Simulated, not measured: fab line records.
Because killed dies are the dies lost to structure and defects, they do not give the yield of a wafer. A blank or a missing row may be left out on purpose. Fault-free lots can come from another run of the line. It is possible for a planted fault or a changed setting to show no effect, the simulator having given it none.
fab line records	flow nand-harc
[record] lots = 12	wafers = 36	last-day = 25
route steps=1159 shown A_SGD_CUT@776 A_SLIT@799 A_WL_FILL@813 END@1159
lots untouched by any fault: they come from a run of this same line in which no faults occurred
start-h: the number of hours between the record's first day and the start of the first shown wafer of the lot	wait-h: how many hours have passed since the lot's step before this one	" unchanged from the row above	L1.1+2: several wafers, shown together as one row	- value missing, or start not given	* or withheld: withheld	< > ~ a bound
route shown NAME@n: a module of which the file shows steps, and the number in the route of the first	usual: mean/standard deviation taken from wafers without a fault	same: alike in all rows	chamber/n: place in a boat	sites: the reading at each site	_std_site: standard deviation across them	_edge_site: the outer-site mean with the inner-site mean subtracted	radius-mm: for every site, how far away it sits from the centre of the wafer	mask NAME#n: copy n	behind: tool/chamber where the wafer was last shaped	hold: why the lot was held/for how many hours/how that ended	device: the n, p or np transistor that did not switch	end of line: the route-end tests of the same wafers	step lacking rows: just its recipe	killed: at the first sort, the dies lost to defects and structure; wafer yield is something else	map: dies across one wafer; x = killed, . = not, _ = none there
set.NAME: the run value of the setting; set.NAME@STEP: its run value at that earlier step	model.NAME: the simulator's own value behind a step, which no gauge read
the route's steps for a sample of lots (tables are steps, rows are wafers)
services: from which hour (start-h, from the record's first day; less than 0 if before it) a tool's chamber was out of use, for how many hours, and why
[[steps]]
[step NHARC_A_SGD_CUT_ETCHBACK_24]
[recipe] target-depth-a = 500	over-etch-frac = 0.3	time-s = 92.857	ion-energy-ev = 120	ch3f-flow-sccm = 50	o2-flow-sccm = 30	ar-flow-sccm = 200	rf-w = 500	bias-w = 100	chemistry = CH3F/O2
[usual] drypump-motor-current-A = 5.8/0.44	oes-product-au = 0.97/0.036	rf-vpp-V = 244.2/2	showerhead-plenum-p-Torr = 2.45/0.13	throttle-valve-pct = 20.664/0.0093
lot.wafer	tool	chamber	start-h	wait-h	drypump-motor-current-A	oes-product-au	rf-hours-counter-h	rf-vpp-V	showerhead-plenum-p-Torr	throttle-valve-pct
L235.4	rie-diel-03	0	329.67	0.2	6.0	0.94	13	243.6	2.48	20.666
L235.3	"	2	"	"	5.6	0.93	13	244.9	2.47	20.668
L235.1	"	3	"	"	6.0	0.92	13	242.3	2.30	20.644
L237.1	rie-diel-09	3	329.70	0.2	6.5	0.91	8	242.7	2.32	20.652
L237.3	"	0	"	"	5.7	0.93	8	242.4	2.37	20.654
L237.5	"	1	"	"	5.1	0.92	-	243.5	2.40	20.668
L236.3	rie-diel-09	2	329.77	0.2	5.1	0.92	6	240.6	2.34	20.660
L236.1	"	3	"	"	6.5	0.91	8	242.9	2.32	20.662
L236.6	"	1	"	"	5.1	0.93	-	242.9	2.40	20.657
L239.4	rie-diel-09	0	335.73	0.2	5.7	1.01	8	243.7	2.37	20.682
L239.1	"	1	"	"	5.1	1.00	8	243.7	2.40	20.679
L239.5	"	3	"	"	6.5	0.99	-	242.2	2.32	20.650
L238.2	rie-diel-03	0	335.73	0.2	6.0	1.01	13	244.1	2.48	20.656
L238.5	"	3	"	"	5.9	1.02	-	241.3	2.30	20.652
L238.6	"	0	"	"	6.0	1.02	-	245.9	2.48	20.666
L243.3	rie-diel-06	0	376.36	0.2	5.3	1.02	8	247.3	2.55	20.677
L243.4	"	3	"	"	6.5	1.02	-	245.6	2.62	20.672
L243.5	"	0	"	"	5.3	1.00	-	244.8	2.55	20.675
L244.1	rie-diel-09	1	376.39	0.2	5.0	0.99	11	244.5	2.40	20.646
L244.6	"	2	"	"	5.1	0.99	-	242.0	2.34	20.666
L244.5	"	3	"	"	6.5	0.99	-	243.5	2.32	20.668
L248.2	rie-diel-09	2	403.60	0.2	5.1	0.94	13	241.7	2.33	20.660
L248.6	"	3	"	"	6.5	0.92	-	243.3	2.32	20.652
L248.5	"	0	"	"	5.7	0.94	-	242.0	2.37	20.668
L251.3	rie-diel-03	2	432.29	0.3	5.7	0.92	5	244.2	2.47	20.668
L251.2	"	3	"	"	6.0	0.93	5	242.4	2.30	20.664
L251.4	"	0	"	"	6.0	0.95	5	244.1	2.47	20.670
L254.3	rie-diel-03	2	436.07	0.2	5.7	0.92	5	244.1	2.47	20.669
L254.1	"	0	"	"	5.9	0.97	6	244.7	2.47	20.660
L254.5	"	1	"	"	5.7	0.95	-	241.7	2.29	20.655
L256.1	rie-diel-03	2	436.15	0.2	5.7	1.00	6	245.3	2.47	20.671
L256.3	"	3	"	"	6.0	1.00	6	242.4	2.30	20.667
L256.5	"	2	"	"	5.7	0.99	-	246.0	2.47	20.676
L257.2	rie-diel-06	1	436.21	0.1	5.9	0.99	0	242.9	2.29	20.669
L257.3	"	0	"	"	5.3	0.93	2	246.4	2.55	20.658
L257.4	"	3	"	"	6.5	0.92	-	247.9	2.62	20.656
[step NHARC_A_SLIT_ETCH_29]
[recipe] target-depth-a = 1000	overetch-a = 100	time-s = 55	ion-energy-ev = 100	cf4-flow-sccm = 80	o2-flow-sccm = 20	ar-flow-sccm = 0	rf-w = 300	bias-w = 100	chemistry = CF4/O2
[usual] drypump-motor-current-A = 5.6/0.52	oes-product-au = 1.000/0.01	rf-vpp-V = 198.2/1.6	showerhead-plenum-p-Torr = 1.35/0.07	throttle-valve-pct = 13.397/0.0095
lot.wafer	tool	chamber	start-h	wait-h	drypump-motor-current-A	oes-product-au	rf-hours-counter-h	rf-vpp-V	showerhead-plenum-p-Torr	throttle-valve-pct
L235.3	rie-diel-10	0	336.03	0.1	5.2	0.994	10	195.6	1.25	13.395
L235.1	"	2	"	"	4.9	1.007	10	195.3	1.24	13.398
L235.4	"	3	"	"	6.0	0.977	10	197.4	1.32	13.408
L236.3	rie-diel-08	2	336.32	0.1	6.5	1.010	2	199.0	1.38	13.397
L236.1	"	3	"	"	5.3	0.996	2	199.4	1.42	13.396
L236.6	"	2	"	"	6.4	1.001	-	198.2	1.38	13.396
L237.1	rie-diel-12	3	337.72	0.1	6.0	1.009	10	196.0	1.25	13.390
L237.3	"	0	"	"	6.4	0.992	10	199.4	1.43	13.396
L237.5	"	2	"	"	5.4	0.994	-	200.3	1.44	13.403
L239.1	rie-diel-08	2	345.40	0.1	6.4	1.005	3	199.4	1.38	13.410
L239.4	"	3	"	"	5.3	0.992	3	198.3	1.42	13.391
L239.5	"	2	"	"	6.4	1.008	-	198.8	1.38	13.387
L238.2	rie-diel-08	3	346.90	0.1	5.3	0.995	3	198.9	1.42	13.400
L238.5	"	2	"	"	6.4	1.013	-	198.4	1.38	13.411
L238.6	"	3	"	"	5.3	1.002	-	198.3	1.42	13.397
L244.1	rie-diel-08	2	385.19	0.1	6.4	1.004	5	200.1	1.38	13.394
L244.6	"	0	"	"	4.8	1.012	-	198.5	1.42	13.407
L244.5	"	1	"	"	5.6	0.993	-	198.5	1.37	13.408
L243.4	rie-diel-10	1	385.68	0.1	5.5	1.008	1	198.8	1.36	13.397
L243.3	"	2	"	"	4.9	0.995	1	195.6	1.24	13.404
L243.5	"	2	"	"	4.9	0.987	-	196.8	1.24	13.383
L248.2	rie-diel-10	3	410.21	0.1	6.0	0.981	4	198.2	1.32	13.389
L248.6	"	0	"	"	5.3	0.993	-	195.4	1.25	13.398
L248.5	"	1	"	"	5.5	1.001	-	199.7	1.36	13.388
L251.2	rie-diel-08	2	441.16	0.1	6.4	1.004	9	201.2	1.38	13.413
L251.3	"	0	"	"	4.8	1.021	8	200.1	1.42	13.391
L251.4	"	1	"	"	5.6	1.010	7	198.8	1.37	13.402
L254.1	rie-diel-10	2	447.02	0.1	4.9	0.992	9	196.7	1.24	13.402
L254.3	"	3	"	"	6.0	0.983	8	198.7	1.32	13.415
L254.5	"	2	"	"	4.9	0.981	-	197.1	1.24	13.397
L256.1	rie-diel-08	0	450.38	0.1	4.8	0.996	9	199.0	1.42	13.394
L256.3	"	3	"	"	5.3	1.012	10	199.8	1.42	13.408
L256.5	"	0	"	"	4.8	1.002	-	199.9	1.42	13.405
L257.4	rie-diel-08	2	452.07	0.1	6.4	1.018	11	198.3	1.38	13.386
L257.3	"	3	"	"	5.3	1.004	10	199.1	1.42	13.401
L257.2	"	0	"	"	4.8	0.998	9	199.6	1.42	13.393
[step NHARC_A_WL_FILL_CVD_03]
[recipe] target-thk-a = 400	temp-c = 300	pressure-torr = 40	wf6-flow-sccm = 40	h2-flow-sccm = 1600	ar-flow-sccm = 1560	time-s = 3302	material = W
[usual] heater-power-w = 471/24	throttle-valve-pct = 7.92/0.27
lot.wafer	tool	chamber	start-h	wait-h	heater-power-w	throttle-valve-pct
L235.1	cvd-w-01	0	350.07	4.8	452	7.76
L235.4	"	1	"	"	496	8.14
L235.3	"	0	"	"	440	7.35
L237.1	cvd-w-01	1	352.90	7.4	489	8.16
L237.3	"	1	"	"	498	8.37
L237.5	"	0	"	"	442	7.51
L236.1	cvd-w-02	1	354.14	8.5	504	8.19
L236.3	"	1	"	"	514	7.78
L236.6	"	1	"	"	515	8.10
L239.1	cvd-w-01	0	355.79	1.3	450	7.66
L239.4	"	0	"	"	447	7.50
L239.5	"	1	358.14	3.7	484	8.21
L238.2	cvd-w-02	1	356.52	1.9	504	8.00
L238.5	"	1	358.41	3.8	504	7.94
L238.6	"	0	"	"	436	8.12
L244.1	cvd-w-02	1	396.54	2.2	473	7.55
L244.6	"	0	397.95	3.6	447	7.73
L244.5	"	1	"	"	484	7.67
L243.3	cvd-w-01	0	397.04	2.5	452	7.54
L243.4	"	1	"	"	492	8.18
L243.5	"	0	"	"	461	7.75
L248.2	cvd-w-01	0	421.29	2.0	453	7.83
L248.5	"	1	422.70	3.4	490	8.42
L248.6	"	0	"	"	455	7.77
L251.2	cvd-w-02	0	452.32	3.5	441	7.85
L251.4	"	0	"	"	439	7.91
L251.3	"	1	"	"	479	7.95
L254.1	cvd-w-01	0	457.13	0.9	451	7.85
L254.3	"	1	458.54	2.3	498	8.25
L254.5	"	0	"	"	447	7.59
L256.1	cvd-w-01	0	461.39	1.8	475	7.66
L256.3	"	1	"	"	490	8.22
L256.5	"	0	463.26	3.7	455	8.06
L257.2	cvd-w-02	1	463.35	3.6	492	7.52
L257.3	"	1	"	"	496	7.76
L257.4	"	0	"	"	458	7.92
[step NHARC_A_WL_FILL_ETCHBACK_04]
[recipe] target-depth-a = 600	time-s = 120	chemistry = NF3
[usual] drypump-motor-current-A = 6.08/0.23	he-backside-leak-sccm = 3.34/0.3	oes-product-au = 0.997/0.011
lot.wafer	tool	chamber	start-h	wait-h	drypump-motor-current-A	he-backside-leak-sccm	oes-product-au	rf-hours-counter-h
L235.1	rie-metal-02	0	352.95	2.4	6.24	3.08	1.005	4.1
L235.3	"	1	"	"	5.87	3.54	0.997	-
L235.4	"	0	"	"	6.25	3.23	1.000	-
L237.1	rie-metal-01	0	355.72	2.4	6.00	3.24	1.004	0.3
L237.3	"	0	"	"	6.00	3.27	0.988	-
L237.5	"	0	"	"	6.00	3.16	0.998	-
L236.1	rie-metal-02	0	357.03	2.4	6.27	3.57	1.004	4.3
L236.3	"	1	"	"	5.86	3.47	0.994	-
L236.6	"	0	"	"	6.28	3.62	0.999	-
L239.1	rie-metal-03	1	359.13	2.9	6.52	3.14	1.001	2.0
L239.4	"	0	"	"	6.28	3.02	0.994	-
L239.5	"	0	"	"	6.28	2.92	0.994	-
L238.2	rie-metal-01	1	359.84	2.9	5.82	3.13	0.987	0.5
L238.5	"	1	"	"	5.83	3.24	1.001	-
L238.6	"	0	"	"	6.00	3.17	0.990	-
L244.1	rie-metal-02	1	399.41	2.4	5.87	5.89	0.985	0.0
L244.6	"	0	"	"	6.25	3.27	0.995	-
L244.5	"	1	"	"	5.87	3.52	0.996	-
L243.4	rie-metal-01	1	399.48	1.5	5.82	3.28	0.990	-
L243.3	"	0	"	"	5.99	3.05	1.002	-
L243.5	"	1	"	"	5.84	3.18	0.975	-
L248.2	rie-metal-01	1	424.19	2.4	5.84	3.38	0.976	1.7
L248.6	"	0	"	"	6.01	3.01	0.711	-
L248.5	"	1	"	"	5.84	3.31	0.975	-
L251.2	rie-metal-02	1	455.70	2.9	5.87	3.42	1.016	1.9
L251.4	"	0	"	"	6.24	3.58	1.010	-
L251.3	"	1	"	"	5.87	3.56	1.015	-
L254.1	rie-metal-02	1	460.46	2.9	5.89	3.64	1.011	2.2
L254.3	"	1	"	"	5.91	3.58	1.008	-
L254.5	"	1	"	"	5.89	3.44	1.009	-
L256.1	rie-metal-02	0	464.21	2.4	6.23	3.76	0.994	2.4
L256.3	"	1	"	"	5.87	3.58	1.009	-
L256.5	"	1	"	"	5.88	3.68	1.018	-
L257.2	rie-metal-02	1	466.66	2.8	5.89	3.45	1.028	2.6
L257.3	"	1	"	"	5.91	3.84	1.006	-
L257.4	"	0	"	"	6.25	3.35	0.993	-
[step NHARC_END_SORT_01]
[recipe] temp-c = 25
[usual] killed-at-array = 28/11	killed-at-other = 0.7/0.88	killed-at-periphery = 3.1/2.2	killed-dies = 31/12	killed-open = 3.3/2	killed-short = 2.0/1.6
[same] gross-dies = 677
lot.wafer	tool	chamber	start-h	wait-h	killed-at-array	killed-at-other	killed-at-periphery	killed-dies	killed-open	killed-short
L248.2	prober-01	0	544.93	2.8	33	1	0	34	1	3
L248.5	prober-01	0	547.33	3.7	23	3	2	28	4	2
L248.6	prober-01	0	548.14	4.0	673	0	4	677	2	2
// killed by level:class
L248.2 A_CHANNEL_HOLE_D1:chamber-film-flake=23 A_STAIRCASE:chamber-film-flake=3 A_ONON_D1:geometric-particle:short=1 A_WL_FILL:geometric-particle:short=1 A_CONTACT:geometric-particle:open=1 A_M0:geometric-particle:short=1 A_ZERO_WELL:chamber-film-flake=1 A_CONTACT:chamber-film-flake=1
L248.5 A_CHANNEL_HOLE_D1:chamber-film-flake=11 A_CONTACT:chamber-film-flake=4 THIN_TSV:chamber-film-flake=3 A_STAIRCASE:chamber-film-flake=2 P_CONTACT:geometric-particle:open=1 A_SOURCE_PLATE:geometric-particle:open=1 A_ONON_D1:geometric-particle:short=1 A_CHANNEL_FILL_D1:geometric-particle:short=1
L248.6 A_WL_FILL:area-etchback=643 A_CHANNEL_HOLE_D1:chamber-film-flake=17 A_CONTACT:chamber-film-flake=8 P_M0:chamber-film-flake=3 A_STAIRCASE:chamber-film-flake=2 P_CONTACT:geometric-particle:open=1 A_SOURCE_PLATE:geometric-particle:short=1 A_CHANNEL_HOLE_D1:geometric-particle:short=1
[[services]]
tool	chamber	start-h	hours	kind
rie-metal-02	1	318.62	1.5	repair
rie-diel-03	2	325.88	2.7	repair
rie-metal-01	-	332.00	9.0	pm
rie-diel-10	-	353.50	9.0	pm
rie-diel-06	1	354.61	79.9	repair
rie-diel-06	-	356.93	1.1	repair
rie-diel-12	1	366.55	8.4	repair
rie-diel-10	3	369.45	2.4	repair
rie-metal-03	1	373.84	18.6	repair
cvd-w-02	-	378.31	13.0	pm
rie-diel-12	-	379.40	9.0	pm
rie-diel-06	3	382.19	3.6	repair
rie-metal-02	-	388.00	9.0	pm
rie-diel-06	3	388.27	8.5	repair
rie-diel-08	1	390.13	22.3	repair
rie-diel-03	-	392.30	9.0	pm
rie-diel-03	2	410.34	6.7	repair
rie-diel-06	-	418.27	9.0	pm
rie-diel-12	-	424.68	1.2	repair
rie-diel-09	-	431.10	9.0	pm
rie-diel-06	2	436.20	4.8	repair
rie-diel-08	-	446.94	0.2	repair
rie-metal-01	0	453.27	5.8	repair
rie-diel-06	3	464.75	4.4	repair
[[key]]
[first-sign] step = NHARC_A_WL_FILL_ETCHBACK_04	reading = oes-product-au	direction = down	sigmas = 27	usual = 0.997	struck = 0.711
[effect] step = NHARC_END_SORT_01	reading = killed-at-array	direction = up	sigmas = 57	usual = 28	struck = 673
[more-kills-born-at] NHARC_A_WL_FILL_ETCHBACK_04@rie-metal-01 = 643
met-at NHARC_A_WL_FILL_ETCHBACK_04
struck-lots L248
struck-wafers L248.6
later-rows-left-out L248.6
tester-left-out L248
not-acting-at NHARC_A_SGD_CUT_ETCHBACK_24,NHARC_A_SLIT_ETCH_29,NHARC_A_WL_FILL_CVD_03
onset-between 399.48 424.19
[fault] kind = process-parameter-drift	tool = rie-metal-01	chamber = 0	onset-h = 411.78	steps = NHARC_A_WL_FILL_ETCHBACK_04	channel = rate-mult	offset = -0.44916	shape = step	end-h = 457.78
// tester-left-out: of these lots the tester's yield and bins aren't shown, on N5 and GAA mostly nor the transistor test; their killed dies are dies lost to structure and defects alone, not to doping, threshold or leakage, so they don't give the yield
// later-rows-left-out: the simulator's readings of these wafers behind a module that went badly wrong aren't trusted and aren't shown, but for the sort
